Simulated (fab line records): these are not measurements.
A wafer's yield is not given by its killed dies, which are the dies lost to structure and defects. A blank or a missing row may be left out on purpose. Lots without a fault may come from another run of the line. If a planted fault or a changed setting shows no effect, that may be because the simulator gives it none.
Which tool did it? -- flow n5Finfet -- 11 lots with 33 wafers sampled at 3 steps, on a route of 1938 steps

## WHAT THE GAUGES READ, wafer by wafer
N5_PASSIVATION_CD_MEAS_30: the cd target is 4000 nm.
lot,measured,on,cdNm (nm)
L224,day 13 23:31,cdSem-03,3998.6 4001.6 4000.9
L226,day 13 23:40,cdSem-02,3999.4 3998.8 4001.9
L227,day 14 06:16,cdSem-03,4000.4 3999.8 3999.5
L228,day 14 14:31,cdSem-02,3996.7 3998.6 3998.5
L231,day 15 08:18,cdSem-03,4002.5 4006.4 4002.1
L234,day 15 21:23,cdSem-02,4003.2 4003.0 3999.9
L236,day 16 04:25,cdSem-01,4000.2 3998.6 4000.7
L239,day 17 20:17,cdSem-01,3999.9 4001.9 4000.1
L242,day 18 21:04,cdSem-02,4000.2 3998.5 4000.4
L244,day 19 11:43,cdSem-01,4000.7 4001.2 4001.0
L247,day 19 20:49,cdSem-03,4000.1 4000.7 3998.4

## EACH LOT AND THE TOOL THAT RAN IT (in order: tool; ch and the chambers of the sampled wafers; start)
lot,N5_BEOL_M1_SPUTTER_96,N5_PASSIVATION_PECVD_55
L224,"pvdSputter-01, day 6 20:12","pecvd-03 ch 0,1,2, day 13 20:51"
L226,"pvdSputter-01, day 7 05:54","pecvd-04 ch 0,1,2, day 13 21:20"
L227,"pvdSputter-03, day 7 16:19","pecvd-04 ch 0,2, day 14 03:44"
L228,"pvdSputter-01, day 7 19:42","pecvd-04 ch 0,1,2, day 14 10:19"
L231,"pvdSputter-01, day 8 11:07","pecvd-04 ch 0,1,2, day 15 01:47"
L234,"pvdSputter-03, day 9 02:01","pecvd-04 ch 0,1, day 15 15:13"
L236,"pvdSputter-01, day 9 09:06","pecvd-03 ch 0,1,2, day 16 00:17"
L239,"pvdSputter-03, day 10 15:41","pecvd-03 ch 0,1,2, day 17 16:08"
L242,"pvdSputter-02, day 11 04:25","pecvd-04 ch 0,1,2, day 18 16:36"
L244,"pvdSputter-03, day 12 07:14","pecvd-03 ch 0,1,2, day 19 07:46"
L247,"pvdSputter-03, day 13 00:05","pecvd-03 ch 0,1,2, day 19 17:26"
- N5_BEOL_M1_SPUTTER_96: material Cu, target thk 4.5 nm, time 8.29 s.
- N5_PASSIVATION_PECVD_55: deposits SiO2 from SiH4/N2O, target thk 400 nm, time 22.5 s.

## THE ANSWER, worked out from the rows above alone
Rule: what is usual is taken from the lots themselves. Put in order of their means at a reading, lots are off if they are a third of the lots or fewer, leave a main group of 4 or more, and stand apart from it by a gap of 3 or more times the standard deviation of the main group's means; of several such gaps the widest counts. A main group is skipped when, at the precision printed for the reading in the tables above, its means are all equal. Also off: a lot with no number at a reading for which 4 or more lots have one. Any other lot the step has rows for is counted as sound.
No lot is off at any reading shown: from this, nothing can be told.

## WHAT THE SIMULATOR PUT IN
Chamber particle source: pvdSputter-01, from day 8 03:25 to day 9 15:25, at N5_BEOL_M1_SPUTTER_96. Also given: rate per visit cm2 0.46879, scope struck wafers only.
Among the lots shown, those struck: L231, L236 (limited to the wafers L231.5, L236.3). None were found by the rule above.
